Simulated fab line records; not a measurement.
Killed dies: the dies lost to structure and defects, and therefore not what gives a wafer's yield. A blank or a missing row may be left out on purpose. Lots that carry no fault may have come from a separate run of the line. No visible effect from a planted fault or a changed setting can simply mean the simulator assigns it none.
Matching of chambers	flow n5 finfet	N5_BEOL_M12_ETCH_59 on rie diel-04: 4 sister chambers
The step etches BARC in N2/H2, target depth 89 nm, overetch 26.7 nm, time 67.9 s. 4 wafers are shown with their chamber, then 9 later ones without.

== WAFERS PAIRED WITH THEIR CHAMBERS ==
wafer	chamber	drypump motor current A (A)
L081.5	0	6.3
L087.2	3	5.7
L087.5	1	6.1
L087.6	2	5.5

== WAFERS WHOSE CHAMBER IS MISSING ==
wafer	drypump motor current A (A)
L089.1	5.5
L089.2	6.4
L089.3	5.6
L089.4	6.1
L089.5	6.4
L089.6	6.1
L091.1	5.7
L091.3	6.4
L091.6	5.7

== WHICH CHAMBER EACH ONE RAN IN ==
wafer	from the rows above	in truth
L089.1	2	2
L089.2	0	0
L089.3	can't be placed: 2 or 3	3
L089.4	1	1
L089.5	0	0
L089.6	1	1
L091.1	3	3
L091.3	0	0
L091.6	3	3
8 of 9 placed correctly. Not placeable from these rows: 1 (in 1, the candidates include the true chamber). 0 placed wrongly.
How it was worked out, from the rows above alone: a wafer's distance from a chamber is the root of the sum, over the readings, of the square of ((its reading less the chamber's mean) divided by the reading's scatter). The wafer belongs to the nearest chamber; if the next one is less than 2 further off, it can't be placed. Each chamber's mean is taken over the wafers shown for it. The scatter: with one shown wafer a chamber, the root of the mean of the squares of how far each hidden wafer lies from its nearest shown one.
